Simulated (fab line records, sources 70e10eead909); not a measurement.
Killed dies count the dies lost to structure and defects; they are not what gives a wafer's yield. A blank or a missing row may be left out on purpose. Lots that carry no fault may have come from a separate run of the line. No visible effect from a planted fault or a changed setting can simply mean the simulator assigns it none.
Chamber matching ; flow nand harc ; ald hk-03 running NHARC_A_WL_FILL_ALD_10: 4 sister chambers
The step deposits SiO2, target thk 50 nm, pulse time 10 s, ald cycles 500. 8 wafers are shown with their chamber, then 8 later ones without.

WAFERS PAIRED WITH THEIR CHAMBERS
wafer;chamber;heater power w (W);precursor pulse height rel
L076.1;1;425;1.010
L081.5;0;434;0.985
L087.3;0;458;1.033
L087.4;3;535;0.988
L090.4;2;455;0.990
L090.5;1;390;1.018
L090.6;2;453;0.972
L092.2;3;562;1.032

WAFERS MISSING THEIR CHAMBER
wafer;heater power w (W);precursor pulse height rel
L092.4;388;1.000
L092.6;548;1.032
L094.2;463;0.958
L094.5;450;0.985
L094.6;544;0.990
L097.1;435;1.047
L097.2;460;1.007
L097.6;553;0.984

WHICH CHAMBER EACH ONE RAN IN
wafer;from the rows above;in truth
L092.4;1;1
L092.6;3;3
L094.2;can't be placed: 2 or 0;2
L094.5;can't be placed: 2 or 0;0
L094.6;3;3
L097.1;can't be placed: 0 or 1 or 2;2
L097.2;can't be placed: 0 or 2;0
L097.6;3;3
4 of 8 placed correctly. Unplaceable from these rows: 4, with the true chamber sitting among the candidates in 4. 0 placed wrongly.
How it was worked out, from the rows above alone: a wafer's distance from a chamber is the root of the sum, over the readings, of the square of ((its reading less the chamber's mean) divided by the reading's scatter). The wafer belongs to the nearest chamber; if the next one is less than 2 further off, it can't be placed. For every chamber, the mean is computed from those of its wafers that are shown. The scatter: take each reading less its chamber's mean, square it, sum over the shown wafers, divide by the number of wafers less the number of chambers, and take the root.
